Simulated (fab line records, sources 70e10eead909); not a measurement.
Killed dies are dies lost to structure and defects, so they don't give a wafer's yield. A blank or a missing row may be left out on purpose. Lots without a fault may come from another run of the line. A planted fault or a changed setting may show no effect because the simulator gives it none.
Chamber matching | flow nand_harc | NHARC_A_STAIRCASE_DESCUM_186 on rie_diel-11: 4 sister chambers
The step chemistry O2, time 3 s. 4 wafers are shown with their chamber, then 11 later ones without.

WAFERS WITH THEIR CHAMBER
wafer  | chamber | showerhead_plenum_p_Torr (Torr)
L078.5 | 3       | 1.80
L081.4 | 2       | 2.07
L088.6 | 0       | 1.81
L089.3 | 1       | 2.04

WAFERS WITHOUT THEIR CHAMBER
wafer  | showerhead_plenum_p_Torr (Torr)
L089.4 | 2.06
L089.6 | 2.04
L089.1 | 1.81
L089.2 | 1.79
L089.5 | 2.06
L095.2 | 2.05
L095.4 | 1.81
L095.5 | 2.04
L095.1 | 2.04
L095.3 | 1.79
L095.6 | 1.81

WHICH CHAMBER EACH WENT THROUGH
wafer  | from the rows above     | in truth
L089.4 | can't be placed: 2 or 1 | 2
L089.6 | 1                       | 1
L089.1 | can't be placed: 0 or 3 | 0
L089.2 | can't be placed: 3 or 0 | 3
L089.5 | can't be placed: 2 or 1 | 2
L095.2 | can't be placed: 1 or 2 | 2
L095.4 | can't be placed: 0 or 3 | 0
L095.5 | 1                       | 1
L095.1 | 1                       | 1
L095.3 | can't be placed: 3 or 0 | 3
L095.6 | can't be placed: 0 or 3 | 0
Placed correctly: 3 of 11. Can't be placed from these rows: 8 (the true chamber is among the candidates in 8). Placed wrongly: 0.
How it was worked out, from the rows above alone: a wafer's distance from a chamber is the root of the sum, over the readings, of the square of ((its reading less the chamber's mean) divided by the reading's scatter). The wafer belongs to the nearest chamber; if the next one is less than 2 further off, it can't be placed. A chamber's mean is the mean of its shown wafers. The scatter: with one shown wafer a chamber, the root of the mean of the squares of how far each hidden wafer lies from its nearest shown one.
